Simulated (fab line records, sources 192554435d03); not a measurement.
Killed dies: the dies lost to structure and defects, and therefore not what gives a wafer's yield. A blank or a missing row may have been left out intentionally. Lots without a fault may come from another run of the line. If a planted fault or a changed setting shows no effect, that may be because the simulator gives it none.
fab line records	flow n5Finfet
[record] lots = 5	wafers = 15	lastDay = 16
route steps=1938 shown HKMG_FIN@436
lots untouched by any fault: they come from a run of this same line in which no faults occurred
startH: the number of hours between the record's first day and the start of the first shown wafer of the lot	waitH: hours since the lot's step before	" same as the row above	L1.1+2: several wafers, shown together as one row	- value missing, or start not given	* or withheld: withheld	< > ~ a bound
route shown NAME@n: NAME is a module with steps in the file, n the number in the route of the first one	usual: mean/standard deviation taken from wafers without a fault	same: alike in all rows	chamber/n: place in a boat	sites: readings site by site	_std_site: the standard deviation of these	_edge_site: the outer-site mean with the inner-site mean subtracted	radiusMm: for every site, how far away it sits from the centre of the wafer	mask NAME#n: copy n	behind: the tool/chamber that last shaped the wafer	hold: reason for holding the lot/hours on hold/outcome of the hold	device: whichever transistor did not switch (one of n, p or np)	end of line: the tests these same wafers got at the end of their route	where a step has no rows: the recipe by itself	killed: dies that structure and defects cost at the first sort, which is not the same as the wafer's yield	map: a wafer's dies, x killed, . not, _ none there
set.NAME: setting as actually run; set.NAME@STEP: the setting as run at that earlier step	model.NAME: the simulator's own value behind a step, which no gauge read
lots at selected steps of the route; one table per step, one row per wafer
services: the hour from which a tool's chamber was out of use, counted from the record's first day as startH (under 0 if before that day), plus the number of hours and why
[[steps]]
[step N5_HKMG_FIN_STRIP_33]
[recipe] chemistry = N2/H2	tempC = 40	n2FlowSccm = 200	h2FlowSccm = 200	rfFrequencyHz = 6e+07
lot.wafer	tool	chamber	startH	waitH
L074.4+5+6	rieDiel-06	0,1,2	76.21	0.0
L080.1+4+5	rieDiel-01	1,2,2	116.69	0.1
L084.2+3+4	rieDiel-06	3,0,2	140.76	0.1
L092.3+5+6	rieDiel-06	3,3,0	182.27	0.1
L093.1+2+4	rieDiel-01	1,3,2	190.72	0.1
[step N5_HKMG_FIN_STRIP_34]
[recipe] chemistry = CF4	resist = SiARC	powerW = 300	biasPowerW = 75	pressureMtorr = 50	cf4FlowSccm = 150	rfFrequencyHz = 6e+07
[usual] cf4FlowSccm = 150.0/0.47	drypumpMotorCurrentA = 5.7/0.55	oesProductAu = 0.77/0.072	rfVppV = 271.6/1.4	showerheadPlenumPTorr = 1.82/0.048	throttleValvePct = 13.66/0.22
lot.wafer	tool	chamber	startH	waitH	cf4FlowSccm	drypumpMotorCurrentA	oesProductAu	rfHoursCounterH	rfVppV	showerheadPlenumPTorr	throttleValvePct
L074.4	rieDiel-06	0	76.22	0.0	150.4	4.9	0.90	-	270.7	1.78	13.50
L074.5	"	1	"	"	150.5	5.1	0.78	-	271.1	1.80	13.43
L074.6	"	2	"	"	150.8	6.6	0.73	-	272.0	1.85	13.77
L080.1	rieDiel-01	1	116.70	0.0	149.3	6.0	0.67	242	271.3	1.77	13.89
L080.4	"	2	"	"	150.2	6.1	0.75	164	272.9	1.86	13.70
L080.5	"	2	"	"	150.9	6.1	0.75	-	272.1	1.86	13.69
L084.2	rieDiel-06	3	140.77	0.0	150.1	5.8	0.74	150	271.2	1.80	13.85
L084.3	"	0	"	"	149.7	4.9	0.85	36	269.3	1.77	13.57
L084.4	"	2	"	"	150.1	6.6	0.70	217	272.6	1.84	13.82
L092.3	rieDiel-06	3	182.28	0.0	150.8	5.8	0.73	163	271.8	1.80	13.88
L092.5	"	3	"	"	150.4	5.8	0.73	-	270.8	1.80	13.88
L092.6	"	0	"	"	150.6	4.9	0.83	-	270.1	1.77	13.60
L093.1	rieDiel-01	1	190.73	0.0	149.0	5.9	0.92	12	270.9	1.76	13.37
L093.2	"	3	"	"	149.7	5.2	0.70	209	272.1	1.85	14.03
L093.4	"	2	"	"	150.0	6.1	0.73	192	272.1	1.85	13.75
[step N5_HKMG_FIN_ETCH_35]
[recipe] chemistry = N2/H2	target = SOC	targetDepthA = 2158	ionEnergyEv = 65	biasW = 5	sourceW = 3000	timeS = 243.4	pressureMtorr = 30	n2FlowSccm = 200	h2FlowSccm = 200
[usual] drypumpMotorCurrentA = 5.7/0.55	oesProductAu = 0.78/0.076	rfVppV = 141.9/0.97	showerheadPlenumPTorr = 2.57/0.074	throttleValvePct = 17.87/0.22
lot.wafer	tool	chamber	startH	waitH	drypumpMotorCurrentA	oesProductAu	rfHoursCounterH	rfVppV	showerheadPlenumPTorr	throttleValvePct
L074.4	rieDiel-06	0	76.31	0.1	4.9	0.93	-	140.7	2.50	17.72
L074.5	"	1	"	"	5.2	0.77	-	141.4	2.55	17.53
L074.6	"	2	"	"	6.6	0.72	-	141.8	2.62	17.81
L080.1	rieDiel-01	1	116.72	0.0	5.9	0.67	242	141.7	2.50	18.08
L080.4	"	2	"	"	6.1	0.77	164	144.3	2.65	18.08
L080.5	"	2	"	"	6.1	0.76	-	141.0	2.65	18.05
L084.2	rieDiel-06	3	140.79	0.0	5.8	0.74	150	141.2	2.55	18.03
L084.3	"	0	"	"	4.9	0.87	36	142.1	2.49	17.76
L084.4	"	2	"	"	6.6	0.70	217	142.3	2.61	17.85
L092.3	rieDiel-06	3	182.30	0.0	5.8	0.73	163	142.3	2.54	18.05
L092.5	"	3	"	"	5.8	0.74	-	140.3	2.54	18.08
L092.6	"	0	"	"	4.9	0.84	-	142.5	2.48	17.79
L093.1	rieDiel-01	1	190.75	0.0	5.9	0.95	12	142.4	2.49	17.70
L093.2	"	3	"	"	5.3	0.73	209	140.8	2.61	18.20
L093.4	"	2	"	"	6.1	0.73	192	143.2	2.64	18.11
[step N5_HKMG_FIN_STRIP_92]
[recipe] chemistry = N2/H2	material = SOC	timeS = 20	powerW = 500	tempC = 40	pressureMtorr = 50	rfFrequencyHz = 6e+07	biasPowerW = 8	h2Frac = 0.5	n2FlowSccm = 300	h2FlowSccm = 300
[usual] drypumpMotorCurrentA = 5.7/0.55	oesProductAu = 0.78/0.075	rfVppV = 54.3/0.78	showerheadPlenumPTorr = 3.40/0.094	tempC = 40.01/0.096	throttleValvePct = 18.9/0.31
lot.wafer	tool	chamber	startH	waitH	drypumpMotorCurrentA	oesProductAu	rfHoursCounterH	rfVppV	showerheadPlenumPTorr	tempC	throttleValvePct
L074.4	rieDiel-06	0	76.41	0.0	4.9	0.92	-	53.0	3.30	39.84	18.8
L074.5	"	1	"	"	5.2	0.78	-	54.2	3.36	39.79	18.4
L074.6	"	2	"	"	6.6	0.72	-	55.0	3.46	39.99	18.6
L080.1	rieDiel-01	1	116.87	0.1	5.9	0.68	243	52.9	3.31	40.36	19.3
L080.4	"	2	"	"	6.1	0.76	164	55.0	3.50	40.10	19.3
L080.5	"	2	"	"	6.1	0.76	-	54.3	3.50	40.00	19.3
L084.2	rieDiel-06	3	140.94	0.1	5.8	0.75	150	54.3	3.36	40.08	19.1
L084.3	"	0	"	"	4.9	0.87	36	54.3	3.29	39.92	18.8
L084.4	"	2	"	"	6.6	0.71	217	54.1	3.44	40.12	18.7
L092.3	rieDiel-06	3	182.45	0.1	5.8	0.73	163	54.3	3.36	40.10	19.1
L092.5	"	3	"	"	5.8	0.73	-	53.7	3.36	39.87	19.1
L092.6	"	0	"	"	4.9	0.84	-	53.5	3.28	39.98	18.8
L093.1	rieDiel-01	1	190.90	0.1	5.9	0.95	12	53.8	3.29	39.99	19.0
L093.2	"	3	"	"	5.2	0.73	209	52.9	3.44	39.92	19.2
L093.4	"	2	"	"	6.1	0.74	192	55.5	3.48	39.95	19.3
[step N5_HKMG_FIN_WET_ETCH_18]
[recipe] chemistry = SC1	target = TiN	mix = 1:1:5	tempC = *	timeS = 55	targetDepthNm = 5.2	dry = ipaMarangoni	rinseTimeS = 30	rinseTempC = 23
[usual] h2o2FlowMLMin = 214.3/0.62	tempC = *
lot.wafer	tool	chamber	startH	waitH	h2o2FlowMLMin	tempC
L074.4	wetBench-05	7	76.46	0.0	214.9	*
L074.5	"	0	"	"	214.4	*
L074.6	"	1	"	"	214.3	*
L080.1	wetBench-02	3	116.95	0.1	214.4	*
L080.4	"	7	"	"	213.6	*
L080.5	"	1	"	"	214.4	*
L084.2	wetBench-03	4	141.02	0.1	214.2	*
L084.3	"	5	"	"	213.5	*
L084.4	"	3	"	"	214.5	*
L092.3	wetBench-05	1	182.53	0.1	214.0	*
L092.5	"	0	"	"	214.3	*
L092.6	"	3	"	"	214.0	*
L093.1	wetBench-03	5	190.98	0.1	213.3	*
L093.2	"	0	"	"	214.5	*
L093.4	"	7	"	"	214.4	*
[step N5_HKMG_FIN_STRIP_19]
[recipe] chemistry = N2/H2	powerW = 2500	tempC = 300	h2Frac = 0.65	timeS = 360	pressureMtorr = withheld	n2FlowSccm = 1750	h2FlowSccm = 3250
[usual] drypumpMotorCurrentA = 5.8/0.39	heaterPowerW = 467/40	tempC = 299.99/0.22
lot.wafer	tool	chamber	startH	waitH	drypumpMotorCurrentA	heaterPowerW	rfHoursCounterH	tempC
L074.4	plasmaAsher-01	1	76.65	0.1	6.0	420	-	300.03
L074.5	"	0	"	"	5.3	505	-	299.62
L074.6	"	1	"	"	6.0	420	-	300.23
L080.1	plasmaAsher-01	1	117.01	0.0	6.0	413	90	299.83
L080.4	"	0	"	"	5.2	503	-	299.80
L080.5	"	1	"	"	6.0	413	-	299.78
L084.2	plasmaAsher-02	0	141.08	0.0	6.2	488	50	300.30
L084.3	"	1	"	"	6.0	479	-	300.25
L084.4	"	0	"	"	6.2	489	-	300.06
L092.3	plasmaAsher-01	1	182.72	0.1	6.0	425	-	299.74
L092.5	"	1	"	"	6.0	409	-	300.23
L092.6	"	0	"	"	5.3	508	-	300.21
L093.1	plasmaAsher-01	1	191.04	0.0	6.0	416	106	300.32
L093.2	"	0	"	"	5.3	518	106	299.90
L093.4	"	1	"	"	6.0	426	-	300.31
[step N5_HKMG_FIN_ALD_91]
[recipe] material = TiN	targetThkA = 10	tempC = 400	aldPrecursorFamily = TiCl4	aldCoReactant = NH3	pulseTimeS = 1	purgeTimeS = 3	coReactantPurgeTimeS = 2	coReactantPulseTimeS = 2	aldCycles = 47	pressureTorr = 3
[usual] heaterPowerW = 905/95	precursorPulseHeightRel = 1.001/0.021
[same] purgeTimeS = 3
lot.wafer	tool	chamber	startH	waitH	heaterPowerW	precursorPulseHeightRel
L074.4	aldMetal-04	1	76.91	0.1	787	1.008
L074.5	"	1	"	"	782	1.032
L074.6	"	2	"	"	896	1.007
L080.1	aldMetal-03	2	117.40	0.3	984	1.012
L080.4	"	3	"	"	837	0.989
L080.5	"	1	"	"	868	1.033
L084.2	aldMetal-03	3	141.47	0.3	861	0.999
L084.3	"	1	"	"	850	1.016
L084.4	"	0	"	"	715	0.965
L092.3	aldMetal-01	3	182.98	0.1	1025	1.010
L092.5	"	2	"	"	966	1.000
L092.6	"	1	"	"	781	0.999
L093.1	aldMetal-03	0	191.43	0.3	719	0.986
L093.2	"	3	"	"	849	0.981
L093.4	"	1	"	"	873	1.011
[step N5_HKMG_FIN_COAT_85]
[recipe] resist = SOC	tempC = 250	timeS = 60	spinRpm = 1500	resistThkNm = 300
[usual] exhaustPa = 44.9/0.83	resistLineTempC = 22.99/0.098
lot.wafer	tool	chamber	startH	waitH	exhaustPa	resistLineTempC
L074.4	lithoTrack-02	0	77.20	0.2	45.0	23.04
L074.5	"	0	"	"	44.1	23.03
L074.6	"	0	"	"	44.3	23.16
L080.1	lithoTrack-01	0	117.67	0.2	44.5	23.13
L080.4	"	0	"	"	44.7	23.17
L080.5	"	0	"	"	44.8	23.22
L084.2	lithoTrack-01	0	141.75	0.2	45.7	23.14
L084.3	"	0	"	"	44.5	22.82
L084.4	"	0	"	"	44.6	23.08
L092.3	lithoTrack-02	0	183.26	0.2	45.5	23.03
L092.5	"	0	"	"	44.6	23.07
L092.6	"	0	"	"	46.6	23.01
L093.1	lithoTrack-02	0	191.70	0.2	44.2	23.02
L093.2	"	0	"	"	43.1	22.96
L093.4	"	0	"	"	44.7	23.02
[step N5_HKMG_FIN_ETCH_86]
[recipe] chemistry = N2/H2	target = SOC	targetDepthA = 3932	stopOn = TiN	ionEnergyEv = 100	biasW = 61	pressureMtorr = 30	sourceW = 850	n2FlowSccm = 200	h2FlowSccm = 200
[usual] drypumpMotorCurrentA = 5.7/0.52	oesProductAu = 0.76/0.076	rfVppV = 241.1/1.3	showerheadPlenumPTorr = 2.58/0.08	throttleValvePct = 17.85/0.22
lot.wafer	tool	chamber	startH	waitH	drypumpMotorCurrentA	oesProductAu	rfHoursCounterH	rfVppV	showerheadPlenumPTorr	throttleValvePct
L074.4	rieDiel-01	0	77.36	-	5.1	0.88	24	240.1	2.47	17.56
L074.5	"	3	"	"	5.2	0.73	-	240.4	2.62	18.10
L074.6	"	2	"	"	6.1	0.76	-	241.4	2.66	18.00
L080.1	rieDiel-01	0	117.85	-	5.2	0.85	38	239.9	2.46	17.59
L080.4	"	3	"	"	5.3	0.72	185	242.9	2.62	18.14
L080.5	"	0	"	"	5.2	0.86	-	241.1	2.46	17.59
L084.2	rieDiel-01	2	141.84	-	6.1	0.74	172	241.8	2.65	18.05
L084.3	"	0	"	"	5.2	0.84	45	239.4	2.46	17.60
L084.4	"	3	"	"	5.2	0.72	-	241.2	2.62	18.16
L092.3	rieDiel-05	2	183.32	-	5.1	0.68	219	241.8	2.63	18.10
L092.5	"	1	"	"	5.8	0.79	-	240.6	2.67	17.96
L092.6	"	2	"	"	5.1	0.68	-	241.4	2.63	18.10
L093.1	rieDiel-06	2	191.83	-	6.6	0.70	231	241.9	2.60	17.87
L093.2	"	0	"	"	4.9	0.84	51	239.7	2.48	17.75
L093.4	"	3	"	"	5.8	0.72	165	241.3	2.54	18.03
[step N5_HKMG_FIN_STRIP_89]
[recipe] chemistry = N2/H2	material = SOC	timeS = 20	powerW = 500	tempC = 40	pressureMtorr = 50	rfFrequencyHz = 6e+07	biasPowerW = 8	h2Frac = 0.5	n2FlowSccm = 300	h2FlowSccm = 300
[usual] drypumpMotorCurrentA = 5.7/0.53	oesProductAu = 0.77/0.075	rfVppV = 54.3/0.85	showerheadPlenumPTorr = 3.40/0.1	tempC = 40.01/0.1	throttleValvePct = 19.0/0.32
lot.wafer	tool	chamber	startH	waitH	drypumpMotorCurrentA	oesProductAu	rfHoursCounterH	rfVppV	showerheadPlenumPTorr	tempC	throttleValvePct
L074.4	rieDiel-01	0	77.42	0.0	5.2	0.87	24	53.3	3.27	39.91	18.5
L074.5	"	3	"	"	5.2	0.74	-	55.1	3.46	39.99	19.1
L074.6	"	2	"	"	6.1	0.78	-	53.9	3.51	39.93	19.3
L080.1	rieDiel-01	0	117.91	0.0	5.1	0.85	38	55.1	3.26	40.05	18.6
L080.4	"	3	"	"	5.3	0.74	185	54.6	3.45	40.05	19.2
L080.5	"	0	"	"	5.1	0.86	-	52.3	3.26	39.95	18.6
L084.2	rieDiel-01	2	141.90	0.0	6.1	0.75	172	54.6	3.50	39.84	19.3
L084.3	"	0	"	"	5.2	0.83	46	54.1	3.26	39.82	18.6
L084.4	"	3	"	"	5.2	0.73	-	55.6	3.45	40.13	19.2
L092.3	rieDiel-05	2	183.38	0.0	5.1	0.69	219	55.5	3.47	40.07	19.2
L092.5	"	1	"	"	5.8	0.78	-	54.4	3.52	40.18	19.2
L092.6	"	2	"	"	5.1	0.68	-	55.2	3.47	39.97	19.2
L093.1	rieDiel-06	2	191.89	0.0	6.6	0.69	231	54.8	3.44	39.97	18.7
L093.2	"	0	"	"	5.0	0.83	51	54.7	3.28	39.97	18.8
L093.4	"	3	"	"	5.8	0.73	165	54.0	3.35	39.87	19.1
[step N5_HKMG_FIN_WET_ETCH_87]
[recipe] chemistry = SC1	target = TiN	mix = 1:2:40	tempC = 50	timeS = 154.2	targetDepthNm = 4.7	dry = ipaMarangoni	rinseTimeS = 30	rinseTempC = 23
[usual] h2o2FlowMLMin = 69.78/0.19	tempC = 50.00/0.13
lot.wafer	tool	chamber	startH	waitH	h2o2FlowMLMin	tempC
L074.4	wetBench-03	5	77.51	0.1	70.00	49.83
L074.5	"	3	"	"	70.01	50.07
L074.6	"	4	"	"	70.07	50.04
L080.1	wetBench-03	2	118.00	0.1	69.87	49.92
L080.4	"	0	"	"	69.84	49.89
L080.5	"	7	"	"	70.08	49.71
L084.2	wetBench-02	1	142.00	0.1	69.76	50.13
L084.3	"	4	"	"	69.83	50.08
L084.4	"	0	"	"	69.89	50.10
L092.3	wetBench-02	1	183.48	0.1	69.67	50.15
L092.5	"	5	"	"	69.73	49.87
L092.6	"	0	"	"	69.89	50.15
L093.1	wetBench-02	4	191.99	0.1	69.45	50.16
L093.2	"	7	"	"	69.44	50.21
L093.4	"	0	"	"	70.03	50.02
[[services]]
tool	chamber	startH	hours	kind
aldMetal-01	3	69.38	22.7	repair
rieDiel-06	3	73.64	6.6	repair
rieDiel-05	2	80.74	5.5	repair
aldMetal-01	0	80.85	11.0	repair
aldMetal-03	-	85.15	8.7	pm
aldMetal-03	1	94.58	5.6	repair
wetBench-02	-	107.12	2.6	repair
rieDiel-05	0	110.92	6.6	repair
rieDiel-06	1	116.06	7.0	repair
rieDiel-01	1	140.38	-	clean
rieDiel-01	1	140.38	-	consumableReplace:focusRing
rieDiel-01	1	140.38	15.4	scheduledDown
rieDiel-01	1	140.38	15.4	ventCycle
plasmaAsher-02	-	142.88	3.1	repair
wetBench-03	-	147.21	5.3	repair
wetBench-03	-	157.16	1.3	repair
aldMetal-03	-	175.34	1.8	repair
[[key]]
fault none
